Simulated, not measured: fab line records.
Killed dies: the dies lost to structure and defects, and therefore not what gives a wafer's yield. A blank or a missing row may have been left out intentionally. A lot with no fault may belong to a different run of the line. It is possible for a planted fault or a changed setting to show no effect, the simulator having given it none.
Chamber matching -- flow n5Finfet -- rieDiel-05 running N5_BEOL_M0_SAQP_ETCH_73: 4 sister chambers
The step etches SiARC in CF4, target depth 19.5 nm, time 32.5 s. 4 wafers are shown with their chamber, then 7 later ones without.

## WAFERS WITH THEIR CHAMBER
wafer,chamber,throttleValvePct (%)
L083.5,2,15.65
L092.2,1,15.94
L092.4,3,16.13
L092.5,0,15.82

## WAFERS WHOSE CHAMBER IS MISSING
wafer,throttleValvePct (%)
L092.6,15.94
L093.1,16.13
L093.4,15.18
L093.6,15.93
L096.1,15.20
L096.3,15.94
L096.5,15.96

## CHAMBER TAKEN BY EACH
wafer,from the rows above,in truth
L092.6,can't be placed: 1 or 0 or 3 or 2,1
L093.1,can't be placed: 3 or 1 or 0 or 2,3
L093.4,can't be placed: 2 or 0 or 1 or 3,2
L093.6,can't be placed: 1 or 0 or 3 or 2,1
L096.1,can't be placed: 2 or 0 or 1 or 3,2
L096.3,can't be placed: 1 or 0 or 3 or 2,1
L096.5,can't be placed: 1 or 0 or 3 or 2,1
0 of 7 placed correctly. These rows do not allow placing 7 (true chamber among the candidates in 7). Number placed wrongly: 0.
How it was worked out, from the rows above alone: a wafer's distance from a chamber is the root of the sum, over the readings, of the square of ((its reading less the chamber's mean) divided by the reading's scatter). The wafer belongs to the nearest chamber; if the next one is less than 2 further off, it can't be placed. A chamber's mean is the mean of its shown wafers. The scatter: root of mean squared gap, hidden wafer to nearest shown wafer, with one shown wafer a chamber.
